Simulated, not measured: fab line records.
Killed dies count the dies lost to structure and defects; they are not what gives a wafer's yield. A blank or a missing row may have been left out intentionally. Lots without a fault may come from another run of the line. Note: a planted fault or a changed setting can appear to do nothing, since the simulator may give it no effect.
Matching of chambers + flow n5Finfet + N5_BEOL_M0_SAQP_PECVD_00 on pecvd-01 has 3 sister chambers
The step deposits SiCN from 3MS/NH3, target thk 8 nm, time 14 s. 18 wafers are shown with their chamber, then 9 later ones without.

== WAFERS, EACH WITH ITS CHAMBER ==
| wafer  | chamber | throttleValvePct (%) | showerheadPlenumPTorr (Torr) | showerheadVppV (V) |
|--------|---------|----------------------|------------------------------|--------------------|
| L074.1 | 1       | 10.3                 | 3.658                        | 863                |
| L074.4 | 2       | 8.7                  | 3.675                        | 902                |
| L074.6 | 1       | 10.5                 | 3.658                        | 837                |
| L081.1 | 1       | 10.4                 | 3.659                        | 838                |
| L081.4 | 1       | 10.3                 | 3.654                        | 862                |
| L081.5 | 0       | 9.0                  | 3.659                        | 891                |
| L083.1 | 0       | 9.3                  | 3.656                        | 881                |
| L083.4 | 2       | 8.7                  | 3.683                        | 909                |
| L083.6 | 0       | 8.8                  | 3.654                        | 906                |
| L086.1 | 0       | 9.3                  | 3.660                        | 876                |
| L086.4 | 1       | 10.5                 | 3.654                        | 856                |
| L086.5 | 2       | 8.8                  | 3.671                        | 908                |
| L087.4 | 2       | 8.5                  | 3.681                        | 895                |
| L087.5 | 1       | 10.3                 | 3.652                        | 845                |
| L087.6 | 0       | 9.5                  | 3.658                        | 868                |
| L089.3 | 2       | 8.6                  | 3.673                        | 887                |
| L089.4 | 2       | 8.6                  | 3.674                        | 902                |
| L089.6 | 1       | 10.3                 | 3.649                        | 849                |

SIGNATURES (averages over the wafers above)
| reading               | chamber 0 | chamber 1 | chamber 2 | scatter within a chamber |
|-----------------------|-----------|-----------|-----------|--------------------------|
| throttleValvePct      | 9.180     | 10.371    | 8.650     | 0.167                    |
| showerheadPlenumPTorr | 3.65740   | 3.65486   | 3.67617   | 0.0038                   |
| showerheadVppV        | 884.40    | 850.00    | 900.50    | 11.2                     |
Rule: for a wafer and a chamber, the distance is found by dividing, reading by reading, the gap between the wafer's reading and the chamber's mean by the reading's scatter, squaring, summing and taking the root. The wafer belongs to the nearest chamber; if the next one is less than 2 further off, it can't be placed. The scatter is the square root of a quotient: the sum, over the shown wafers, of each reading's squared deviation from its chamber's mean, divided by wafers minus chambers.

== WAFERS WITHOUT THEIR CHAMBER ==
| wafer  | throttleValvePct (%) | showerheadPlenumPTorr (Torr) | showerheadVppV (V) |
|--------|----------------------|------------------------------|--------------------|
| L090.1 | 9.3                  | 3.661                        | 876                |
| L090.5 | 10.2                 | 3.655                        | 855                |
| L090.6 | 9.3                  | 3.656                        | 887                |
| L091.2 | 10.3                 | 3.653                        | 877                |
| L091.3 | 8.6                  | 3.672                        | 916                |
| L091.4 | 8.8                  | 3.673                        | 897                |
| L095.1 | 10.3                 | 3.662                        | 852                |
| L095.3 | 9.4                  | 3.660                        | 870                |
| L095.6 | 10.4                 | 3.658                        | 831                |

== THE CHAMBER EACH PASSED THROUGH ==
| wafer  | from the rows above | in truth |
|--------|---------------------|----------|
| L090.1 | 0                   | 0        |
| L090.5 | 1                   | 1        |
| L090.6 | 0                   | 0        |
| L091.2 | 1                   | 1        |
| L091.3 | 2                   | 2        |
| L091.4 | 2                   | 2        |
| L095.1 | 1                   | 1        |
| L095.3 | 0                   | 0        |
| L095.6 | 1                   | 1        |
Correct placement for 9 of the 9. Number that these rows cannot place: 0. Wrongly placed: 0.
